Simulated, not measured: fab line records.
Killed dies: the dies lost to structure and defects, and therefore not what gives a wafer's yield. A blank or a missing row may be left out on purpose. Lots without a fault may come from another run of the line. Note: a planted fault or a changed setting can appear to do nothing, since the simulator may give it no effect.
fab line records | flow nandHarc
[record] lots = 5 | wafers = 15 | lastDay = 24
route steps=1159 shown P_GATE@155 END@1159
lots with no fault: from the same line, run without faults
startH: hours from the record's first day to the start of the lot's first wafer shown | waitH: how many hours have passed since the lot's step before this one | " unchanged from the row above | L1.1+2: a row that stands for several wafers | - no value present, or no start provided | * or withheld: withheld | < > ~ a bound
route shown NAME@n: NAME is a module with steps in the file, n the number in the route of the first one | usual: mean and standard deviation over wafers with no fault | same: alike in all rows | chamber/n: place in a boat | sites: the reading at each site | _std_site: standard deviation of those values | _edge_site: mean of outer sites minus mean of inner sites | radiusMm: for every site, how far away it sits from the centre of the wafer | mask NAME#n: copy n | behind: the tool/chamber that last shaped the wafer | hold: why the lot was held/for how many hours/how that ended | device: the transistor (n, p or np) that didn't switch | end of line: the same wafers' tests at the end of the route | step lacking rows: just its recipe | killed: at the first sort, the dies lost to defects and structure; wafer yield is something else | map: per-die view of a wafer (x killed, . not killed, _ where there is no die)
set.NAME: the setting that was run; set.NAME@STEP: the one run at that earlier step | model.NAME: the simulator's own value behind a step, which no gauge read
certain route steps with their lots: each step a table, each wafer a row
services: from which hour (startH, from the record's first day; less than 0 if before it) a tool's chamber was out of use, for how many hours, and why
[[steps]]
[step NHARC_P_GATE_ALD_36]
[recipe] targetThkA = 200 | pulseTimeS = 60 | aldCycles = 223 | tempC = 400 | material = SiNx
[usual] heaterPowerW = 886/90 | precursorPulseHeightRel = 1.001/0.02
lot.wafer | tool      | chamber | startH | waitH | heaterPowerW | precursorPulseHeightRel
L105.2    | aldSin-01 | 3       | 128.63 | -     | 837          | 0.999
L105.3    | "         | 1       | 130.74 | -     | 741          | 0.988
L105.6    | "         | 0       | 133.90 | -     | 744          | 1.009
L108.4    | aldSin-03 | 0       | 142.29 | -     | 870          | 1.011
L108.3    | "         | 3       | 145.49 | -     | 899          | 0.959
L108.6    | "         | 1       | 147.62 | -     | 932          | 0.993
L119.1    | aldSin-02 | 1       | 210.09 | -     | 990          | 1.002
L119.3    | "         | 3       | 211.45 | -     | 912          | 0.998
L119.5    | "         | 3       | 215.54 | -     | 902          | 1.006
L120.3    | aldSin-03 | 3       | 220.51 | -     | 905          | 0.999
L120.2    | "         | 0       | 221.59 | -     | 933          | 1.025
L120.5    | "         | 2       | 223.74 | -     | 990          | 0.979
L122.3    | aldSin-01 | 0       | 221.69 | -     | 775          | 1.017
L122.4    | "         | 1       | 222.73 | -     | 723          | 0.988
L122.6    | "         | 3       | 224.82 | -     | 844          | 1.022
[step NHARC_P_GATE_ETCHBACK_37]
[recipe] targetDepthA = 345 | timeS = 17.2 | chf3FlowSccm = 50 | o2FlowSccm = 10 | arFlowSccm = 200 | rfW = 500 | biasW = 200 | chemistry = CHF3/O2
[usual] drypumpMotorCurrentA = 5.9/0.44 | oesProductAu = 0.95/0.032 | rfVppV = 370.0/2.4 | showerheadPlenumPTorr = 2.38/0.1 | throttleValvePct = 20.574/0.0088
lot.wafer | tool       | chamber | startH | waitH | drypumpMotorCurrentA | oesProductAu | rfHoursCounterH | rfVppV | showerheadPlenumPTorr | throttleValvePct
L105.2    | rieDiel-02 | 1       | -      | -     | 5.9                  | 1.01         | 58              | 371.6  | 2.42                  | 20.585
L105.3    | "          | 0       | "      | "     | 6.4                  | 1.01         | 58              | 368.3  | 2.27                  | 20.571
L105.6    | "          | 2       | "      | "     | 5.4                  | 1.01         | -               | 372.3  | 2.53                  | 20.581
L108.3    | rieDiel-05 | 2       | -      | -     | 6.7                  | 0.92         | 32              | 369.1  | 2.30                  | 20.592
L108.4    | "          | 3       | "      | "     | 5.7                  | 0.91         | -               | 372.5  | 2.51                  | 20.574
L108.6    | "          | 0       | "      | "     | 5.9                  | 0.93         | -               | 367.3  | 2.27                  | 20.575
L119.1    | rieDiel-02 | 0       | -      | -     | 6.4                  | 0.94         | 18              | 365.5  | 2.26                  | 20.576
L119.3    | "          | 1       | "      | "     | 6.0                  | 0.94         | 22              | 370.8  | 2.41                  | 20.572
L119.5    | "          | 0       | "      | "     | 6.4                  | 0.93         | -               | 366.6  | 2.26                  | 20.570
L122.3    | rieDiel-02 | 0       | -      | -     | 6.4                  | 0.93         | 22              | 366.8  | 2.26                  | 20.571
L122.4    | "          | 2       | "      | "     | 5.4                  | 0.94         | 16              | 372.9  | 2.52                  | 20.572
L122.6    | "          | 0       | "      | "     | 6.4                  | 0.94         | -               | 367.8  | 2.26                  | 20.558
L120.3    | rieDiel-02 | 1       | -      | -     | 6.0                  | 0.92         | 26              | 370.5  | 2.41                  | 20.585
L120.2    | "          | 3       | "      | "     | 5.9                  | 0.94         | 25              | 372.1  | 2.46                  | 20.562
L120.5    | "          | 2       | "      | "     | 5.4                  | 0.93         | -               | 372.2  | 2.52                  | 20.550
[step NHARC_P_GATE_STRIP_101]
[recipe] timeS = 20 | o2FlowSccm = 500 | arFlowSccm = 0 | biasW = 0 | chemistry = O2
[usual] drypumpMotorCurrentA = 5.9/0.43 | oesProductAu = 1.000/0.0091 | rfVppV = 57.6/0.96 | showerheadPlenumPTorr = 3.50/0.15 | throttleValvePct = 17.036/0.0097
lot.wafer | tool       | chamber | startH | waitH | drypumpMotorCurrentA | oesProductAu | rfHoursCounterH | rfVppV | showerheadPlenumPTorr | throttleValvePct
L105.2    | rieDiel-02 | 0       | 138.38 | 0.2   | 6.4                  | 1.003        | 58              | 58.3   | 3.34                  | 17.034
L105.3    | "          | 2       | "      | "     | 5.4                  | 0.998        | 57              | 59.6   | 3.71                  | 17.030
L105.6    | "          | 1       | "      | "     | 6.0                  | 1.007        | -               | 57.5   | 3.56                  | 17.035
L108.3    | rieDiel-05 | 3       | 152.07 | 0.2   | 5.7                  | 0.993        | 32              | 57.6   | 3.69                  | 17.024
L108.4    | "          | 3       | "      | "     | 5.7                  | 0.992        | -               | 58.0   | 3.69                  | 17.049
L108.6    | "          | 2       | "      | "     | 6.7                  | 1.005        | -               | 58.5   | 3.38                  | 17.045
L119.3    | rieDiel-02 | 0       | 221.53 | 0.1   | 6.4                  | 1.006        | 18              | 56.1   | 3.33                  | 17.035
L119.1    | "          | 2       | "      | "     | 5.4                  | 1.006        | 13              | 57.9   | 3.70                  | 17.033
L119.5    | "          | 1       | "      | "     | 6.0                  | 0.989        | -               | 56.1   | 3.54                  | 17.042
L122.3    | rieDiel-02 | 2       | 229.18 | 0.1   | 5.4                  | 1.010        | 16              | 60.7   | 3.70                  | 17.039
L122.4    | "          | 3       | "      | "     | 5.9                  | 1.001        | 25              | 56.3   | 3.62                  | 17.036
L122.6    | "          | 2       | "      | "     | 5.4                  | 1.009        | -               | 59.5   | 3.70                  | 17.036
L120.2    | rieDiel-02 | 1       | 229.20 | 0.1   | 5.9                  | 1.001        | 26              | 58.4   | 3.54                  | 17.034
L120.3    | "          | 3       | "      | "     | 5.9                  | 1.009        | 25              | 58.3   | 3.62                  | 17.042
L120.5    | "          | 2       | "      | "     | 5.4                  | 1.016        | -               | 57.8   | 3.70                  | 17.052
[step NHARC_P_GATE_PRECLEAN_97]
[recipe] timeS = 600 | tempC = 120 | chemistry = SPM
[step NHARC_P_GATE_SRD_98]
[step NHARC_P_GATE_PRECLEAN_99]
[recipe] timeS = * | tempC = 50 | bathAgeMin = 0 | chemistry = SC1
[step NHARC_P_GATE_SRD_100]
[step NHARC_P_GATE_DEHYDRATE_38]
[recipe] tempC = 150 | timeS = 120
[step NHARC_P_GATE_HMDS_39]
[recipe] timeS = 30
[step NHARC_P_GATE_COAT_40]
[recipe] spinRpm = 3000
[step NHARC_P_GATE_SOFTBAKE_41]
[recipe] tempC = 122 | timeS = 95
[step NHARC_P_GATE_EBR_42]
[step NHARC_P_GATE_EXPOSE_43]
[recipe] na = 0.6 | targetCdNm = 720 | doseMj = 14.81 | maskId = P_NSD
lot.wafer  | tool          | chamber | startH | waitH | mask
L105.2+3+6 | krfScanner-01 | 0       | 139.03 | -     | P_NSD#0
L108.3+4+6 | krfScanner-04 | 0       | 152.88 | -     | P_PSD#0
L119.1+3+5 | krfScanner-03 | 0       | 222.32 | -     | P_NSD#0
L122.3+4+6 | krfScanner-04 | 0       | 229.98 | -     | P_NSD#0
L120.2+3+5 | krfScanner-01 | 0       | 230.13 | -     | P_NSD#0
[step NHARC_P_GATE_PEB_44]
[recipe] pebTempC = 118 | pebTimeS = 85
[step NHARC_P_GATE_DEVELOP_45]
[recipe] timeS = 70
[step NHARC_P_GATE_CD_MEAS_46]
[recipe] targetCdNm = 720 | landingEnergyEv = 500
[usual] cdNm = 719.2/1.9
lot.wafer | tool     | chamber | startH | waitH | cdNm
L105.2    | cdSem-01 | 0       | 139.18 | -     | 718.5
L105.3    | "        | 0       | "      | "     | 718.6
L105.6    | "        | 0       | "      | "     | 721.0
L108.3    | cdSem-03 | 0       | 153.03 | -     | -
L108.4    | "        | 0       | "      | "     | -
L108.6    | "        | 0       | "      | "     | -
L119.1    | cdSem-01 | 0       | 222.47 | -     | 716.6
L119.3    | "        | 0       | "      | "     | 717.2
L119.5    | "        | 0       | "      | "     | 716.9
L122.3    | cdSem-02 | 0       | 230.13 | -     | 719.5
L122.4    | "        | 0       | "      | "     | 716.1
L122.6    | "        | 0       | "      | "     | 720.1
L120.2    | cdSem-03 | 0       | 230.29 | -     | 720.0
L120.3    | "        | 0       | "      | "     | 722.1
L120.5    | "        | 0       | "      | "     | 722.7
[step NHARC_P_GATE_HARDBAKE_47]
[recipe] tempC = 125 | timeS = 80
[step NHARC_END_SORT_01]
[recipe] tempC = 25
[usual] killedAtArray = 27/11 | killedAtOther = 0.6/0.89 | killedAtPeriphery = 3.0/2.4 | killedDies = 31/12 | killedOpen = 3.2/1.6 | killedShort = 2.0/1.5
[same] grossDies = 677
lot.wafer | tool      | chamber | startH | waitH | hold                  | killedAtArray | killedAtOther | killedAtPeriphery | killedDies | killedOpen | killedShort
L105.2    | prober-02 | 0       | 473.38 | 2.8   | -                     | 14            | 0             | 6                 | 20         | 2          | 2
L105.3    | prober-02 | 0       | 474.18 | 3.1   | -                     | 16            | 0             | 2                 | 18         | 7          | 3
L105.6    | prober-02 | 0       | 476.59 | 4.0   | -                     | 17            | 0             | 4                 | 21         | 6          | 3
L108.3    | prober-02 | 0       | 500.37 | 3.1   | awaitDispo/2.1h/scrap | 39            | 0             | 638               | 677        | 5          | 1
L108.4    | prober-02 | 0       | 501.17 | 3.4   | awaitDispo/2.1h/scrap | 32            | 1             | 644               | 677        | 2          | 5
L108.6    | prober-02 | 0       | 502.77 | 4.0   | awaitDispo/2.1h/scrap | 32            | 2             | 643               | 677        | 2          | 2
L120.2    | prober-01 | 0       | 564.31 | 2.8   | -                     | 41            | 1             | 6                 | 48         | 3          | 5
L120.3    | prober-01 | 0       | 565.11 | 3.1   | -                     | 29            | 0             | 5                 | 34         | 1          | 0
L120.5    | prober-01 | 0       | 566.71 | 3.7   | -                     | 33            | 0             | 9                 | 42         | 4          | 4
L122.3    | prober-02 | 0       | 565.10 | 3.1   | -                     | 20            | 1             | 2                 | 23         | 2          | 0
L122.4    | prober-02 | 0       | 565.89 | 3.4   | -                     | 28            | 1             | 3                 | 32         | 2          | 1
L122.6    | prober-02 | 0       | 567.48 | 4.0   | -                     | 33            | 1             | 5                 | 39         | 4          | 1
L119.1    | prober-02 | 0       | 575.73 | 2.5   | -                     | 50            | 0             | 0                 | 50         | 2          | 1
L119.3    | prober-02 | 0       | 577.33 | 3.1   | -                     | 42            | 0             | 0                 | 42         | 0          | 0
L119.5    | prober-02 | 0       | 578.92 | 3.7   | -                     | 33            | 0             | 6                 | 39         | 1          | 2
// killed by level:class
L105.2 A_CHANNEL_HOLE_D1:chamberFilmFlake=7 A_CONTACT:chamberFilmFlake=4 P_GATE:chamberFilmFlake=2 P_GATE:geometricParticle:open=1 P_M0:geometricParticle:open=1 A_CHANNEL_FILL_D1:geometricParticle:short=1 A_M0:geometricParticle:short=1 P_ZERO_WELL:chamberFilmFlake=1
L105.3 A_CHANNEL_HOLE_D1:chamberFilmFlake=4 A_CONTACT:chamberFilmFlake=3 A_CONTACT:geometricParticle:open=2 P_CONTACT:geometricParticle:open=1 P_M2:geometricParticle:short=1 A_ONON_D1:geometricParticle:open=1 A_CHANNEL_HOLE_D1:geometricParticle:short=1 A_CHANNEL_HOLE_D1:geometricParticle:open=1
L105.6 A_CHANNEL_HOLE_D1:chamberFilmFlake=6 A_CONTACT:chamberFilmFlake=3 A_M1:geometricParticle:open=2 P_ZERO_WELL:chamberFilmFlake=2 P_GATE:geometricParticle:open=1 P_CONTACT:geometricParticle:open=1 A_ONON_D1:geometricParticle:short=1 A_CHANNEL_FILL_D1:geometricParticle:short=1
L108.3 P_GATE:areaExpose=637 A_CHANNEL_HOLE_D1:chamberFilmFlake=15 A_SLIT:chamberFilmFlake=13 A_CONTACT:chamberFilmFlake=3 A_ZERO_WELL:chamberFilmFlake=2 P_CONTACT:geometricParticle:open=1 A_ONON_D1:geometricParticle:open=1 A_SGD_CUT:geometricParticle:short=1
L108.4 P_GATE:areaExpose=642 A_SLIT:chamberFilmFlake=13 A_CHANNEL_HOLE_D1:chamberFilmFlake=9 A_SOURCE_PLATE:geometricParticle:short=2 A_STAIRCASE:chamberFilmFlake=2 P_M0:geometricParticle:short=1 A_SOURCE_PLATE:geometricParticle:open=1 A_WL_FILL:geometricParticle:short=1
L108.6 P_GATE:areaExpose=641 A_CHANNEL_HOLE_D1:chamberFilmFlake=13 A_SLIT:chamberFilmFlake=10 A_ZERO_WELL:chamberFilmFlake=3 P_GATE:chamberFilmFlake=2 A_STAIRCASE:chamberFilmFlake=2 A_ONON_D1:geometricParticle:open=1 A_WL_FILL:geometricParticle:short=1
L120.2 A_SLIT:chamberFilmFlake=17 A_CHANNEL_HOLE_D1:chamberFilmFlake=9 P_CONTACT:chamberFilmFlake=4 A_STAIRCASE:chamberFilmFlake=3 A_CONTACT:chamberFilmFlake=3 A_CHANNEL_FILL_D1:geometricParticle:short=2 A_WL_FILL:geometricParticle:short=2 P_CONTACT:geometricParticle:open=1
L122.3 A_CHANNEL_HOLE_D1:chamberFilmFlake=17 A_SLIT:chamberFilmFlake=2 P_M1:geometricParticle:open=1 A_CONTACT:geometricParticle:open=1 P_STI:chamberFilmFlake=1 THIN_TSV:chamberFilmFlake=1
L120.3 A_SLIT:chamberFilmFlake=14 A_CHANNEL_HOLE_D1:chamberFilmFlake=7 P_CONTACT:chamberFilmFlake=3 A_CONTACT:chamberFilmFlake=3 A_CHANNEL_FILL_D1:chamberFilmFlake=2 A_STAIRCASE:chamberFilmFlake=2 A_WL_FILL:geometricParticle:open=1 P_STI:chamberFilmFlake=1
L122.4 A_CHANNEL_HOLE_D1:chamberFilmFlake=19 A_SLIT:chamberFilmFlake=3 A_CONTACT:chamberFilmFlake=3 A_CONTACT:geometricParticle:open=2 A_CHANNEL_FILL_D1:geometricParticle:short=1 P_STI:chamberFilmFlake=1 P_CONTACT:chamberFilmFlake=1 P_BONDPAD:chamberFilmFlake=1
L120.5 A_SLIT:chamberFilmFlake=10 A_CHANNEL_HOLE_D1:chamberFilmFlake=9 A_STAIRCASE:chamberFilmFlake=6 P_CONTACT:chamberFilmFlake=5 P_GATE:geometricParticle:open=2 P_ZERO_WELL:geometricParticle:short=1 A_ONON_D1:geometricParticle:short=1 A_CHANNEL_FILL_D1:geometricParticle:short=1
L122.6 A_CHANNEL_HOLE_D1:chamberFilmFlake=24 A_SLIT:chamberFilmFlake=4 P_CONTACT:geometricParticle:open=2 P_STI:chamberFilmFlake=2 A_CONTACT:geometricParticle:short=1 A_CONTACT:geometricParticle:open=1 A_BLC:geometricParticle:open=1 P_CONTACT:chamberFilmFlake=1
L119.1 A_CHANNEL_HOLE_D1:chamberFilmFlake=21 A_SLIT:chamberFilmFlake=15 A_CONTACT:chamberFilmFlake=6 A_ZERO_WELL:chamberFilmFlake=4 A_CHANNEL_FILL_D1:geometricParticle:open=1 A_SGD_CUT:geometricParticle:open=1 A_WL_FILL:geometricParticle:short=1 A_STAIRCASE:chamberFilmFlake=1
L119.3 A_CHANNEL_HOLE_D1:chamberFilmFlake=24 A_SLIT:chamberFilmFlake=11 A_CONTACT:chamberFilmFlake=6 A_STAIRCASE:chamberFilmFlake=1
L119.5 A_CHANNEL_HOLE_D1:chamberFilmFlake=15 A_SLIT:chamberFilmFlake=12 A_CONTACT:chamberFilmFlake=4 P_ZERO_WELL:chamberFilmFlake=2 P_STI:chamberFilmFlake=2 P_M0:geometricParticle:open=1 A_CHANNEL_FILL_D1:geometricParticle:short=1 A_CONTACT:geometricParticle:short=1
// map L108.3 (x killed, . not)
____________x____________
_________xxxxxxx_________
_______xxxxxxxxxxx_______
______xxxxxxxxxxxxx______
_____xxxxxxxxxxxxxxx_____
____xxxxxxxxxxxxxxxxx____
____xxxxxxxxxxxxxxxxx____
___xxxxxxxxxxxxxxxxxxx___
___xxxxxxxxxxxxxxxxxxx___
__xxxxxxxxxxxxxxxxxxxxx__
__xxxxxxxxxxxxxxxxxxxxx__
_xxxxxxxxxxxxxxxxxxxxxxx_
_xxxxxxxxxxxxxxxxxxxxxxx_
_xxxxxxxxxxxxxxxxxxxxxxx_
_xxxxxxxxxxxxxxxxxxxxxxx_
_xxxxxxxxxxxxxxxxxxxxxxx_
xxxxxxxxxxxxxxxxxxxxxxxxx
xxxxxxxxxxxxxxxxxxxxxxxxx
xxxxxxxxxxxxxxxxxxxxxxxxx
xxxxxxxxxxxxxxxxxxxxxxxxx
xxxxxxxxxxxxxxxxxxxxxxxxx
_xxxxxxxxxxxxxxxxxxxxxxx_
_xxxxxxxxxxxxxxxxxxxxxxx_
_xxxxxxxxxxxxxxxxxxxxxxx_
_xxxxxxxxxxxxxxxxxxxxxxx_
_xxxxxxxxxxxxxxxxxxxxxxx_
__xxxxxxxxxxxxxxxxxxxxx__
__xxxxxxxxxxxxxxxxxxxxx__
___xxxxxxxxxxxxxxxxxxx___
___xxxxxxxxxxxxxxxxxxx___
____xxxxxxxxxxxxxxxxx____
____xxxxxxxxxxxxxxxxx____
_____xxxxxxxxxxxxxxx_____
______xxxxxxxxxxxxx______
_______xxxxxxxxxxx_______
_________xxxxxxx_________
____________x____________
// map L122.6 (x killed, . not)
____________.____________
_________......._________
_______..........._______
______.............______
_____..............._____
____.................____
____.................____
___.................xx___
___...................___
__.....................__
__..x..................__
_.......x..............._
_................xxx...._
_...............xxx....._
_...............xxxxx..._
_................x......_
................xxx......
...............xxxx..x...
.................x.x.....
.................x.x.....
................x........
_.............x..x......_
_......................._
_......................._
_..x..................x._
_..x.....x.............._
__.....................__
__.....................__
___.......x...........___
___...................___
____..............x..____
____.................____
_____..............._____
______.............______
_______.....x....._______
_________....x.._________
____________.____________
[[services]]
tool          | chamber | startH | hours | kind
krfScanner-04 | -       | 106.10 | 4.9   | repair
rieDiel-02    | 0       | 106.20 | -     | clean
rieDiel-02    | 1       | 106.20 | -     | clean
rieDiel-02    | 2       | 106.20 | -     | clean
rieDiel-02    | 3       | 106.20 | -     | clean
rieDiel-05    | 1       | 112.26 | 52.3  | repair
aldSin-02     | 2       | 117.97 | 7.5   | repair
rieDiel-02    | 3       | 120.17 | 5.6   | repair
krfScanner-04 | -       | 126.00 | 4.0   | pm
krfScanner-03 | -       | 127.41 | 2.0   | repair
aldSin-03     | -       | 135.20 | 0.9   | repair
aldSin-01     | 3       | 137.40 | 16.4  | repair
aldSin-01     | -       | 147.86 | 10.0  | pm
rieDiel-02    | -       | 150.78 | 9.0   | pm
rieDiel-05    | -       | 160.11 | 0.2   | repair
rieDiel-05    | -       | 163.60 | 9.0   | pm
krfScanner-01 | -       | 164.18 | 2.4   | repair
rieDiel-02    | 0       | 166.70 | 11.0  | repair
krfScanner-03 | -       | 168.00 | 4.0   | pm
rieDiel-02    | 2       | 178.96 | 18.6  | repair
aldSin-02     | 2       | 202.29 | 11.4  | repair
rieDiel-05    | 2       | 214.35 | 2.3   | repair
krfScanner-03 | -       | 224.23 | 0.4   | repair
rieDiel-05    | 2       | 226.33 | 2.6   | repair
[[key]]
[firstSign] step = NHARC_P_GATE_EXPOSE_43 | reading = mask | direction = changed
[effect] step = NHARC_P_GATE_CD_MEAS_46 | reading = cdNm | direction = missing
[effect] step = NHARC_END_SORT_01 | reading = killedAtPeriphery | direction = up | sigmas = 99+ | usual = 3.0 | struck = 641.7
[moreKillsBornAt] NHARC_P_GATE_EXPOSE_43@krfScanner-04 = 1920
metAt NHARC_P_GATE_EXPOSE_43
struckWafers L108.3,L108.4,L108.6
laterRowsLeftOut L108.3,L108.4,L108.6
testerLeftOut L108
[fault] kind = wrongMask | tool = any | chamber = - | onsetH = 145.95 | steps = NHARC_P_GATE_EXPOSE_43 | auxCopy = P_PSD#0 | scope = struckLotsOnly
// testerLeftOut: of these lots the tester's yield and bins aren't shown, on N5 and GAA mostly nor the transistor test; their killed dies are dies lost to structure and defects alone, not to doping, threshold or leakage, so they don't give the yield
// laterRowsLeftOut: the simulator's readings of these wafers behind a module that went badly wrong aren't trusted and aren't shown, but for the sort
